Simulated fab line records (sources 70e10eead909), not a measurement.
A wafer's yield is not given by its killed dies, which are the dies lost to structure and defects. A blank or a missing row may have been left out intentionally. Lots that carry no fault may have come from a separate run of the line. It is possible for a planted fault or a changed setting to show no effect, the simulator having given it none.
Which tool is to blame? | flow nand harc | 12 lots, 36 wafers sampled, at 1 step of a route of 1302

WHAT THE GAUGES SHOWED, per wafer
NHARC_P_M2_CD_MEAS_09: the cd target is 170 nm.
lot  | measured     | on        | cd nm (nm)
L075 | day 6 21:34  | cd sem-02 | 170.8 170.5 170.1
L077 | day 7 13:52  | cd sem-02 | 169.5 169.1 171.2
L079 | day 8 19:41  | cd sem-03 | 170.3 169.7 169.6
L081 | day 9 06:18  | cd sem-03 | 170.6 171.1 171.0
L083 | day 10 07:28 | cd sem-02 | 169.9 170.7 170.5
L085 | day 11 00:28 | cd sem-01 | 170.0 170.0 169.1
L087 | day 11 17:19 | cd sem-03 | 169.5 169.5 168.6
L089 | day 12 22:56 | cd sem-02 | 169.8 170.6 170.1
L091 | day 13 10:40 | cd sem-03 | 170.0 171.0 171.1
L093 | day 14 07:53 | cd sem-01 | 171.1 170.2 169.7
L095 | day 15 01:05 | cd sem-03 | 170.1 170.2 170.3
L097 | day 16 01:25 | cd sem-02 | 170.0 170.5 170.2

EACH LOT AND THE TOOL THAT RAN IT (in order: tool; ch and the chambers of the sampled wafers; start)
No process step before these readings appears in the record.

THE ANSWER, worked out from the rows above alone
Rule: usual is defined by the lots themselves. Put in order of their means at a reading, lots are off if they are a third of the lots or fewer, leave a main group of 4 or more, and stand apart from it by a gap of 3 or more times the standard deviation of the main group's means; of several such gaps the widest counts. A main group whose means are all the same, to the digits that the tables above print for the reading, isn't used. Also off: a lot with no number at a reading for which 4 or more lots have one. Any other lot the step has rows for is counted as sound.
Nothing can be told from this: no lot is off at any reading shown.

WHAT WAS PUT IN BY THE SIMULATOR
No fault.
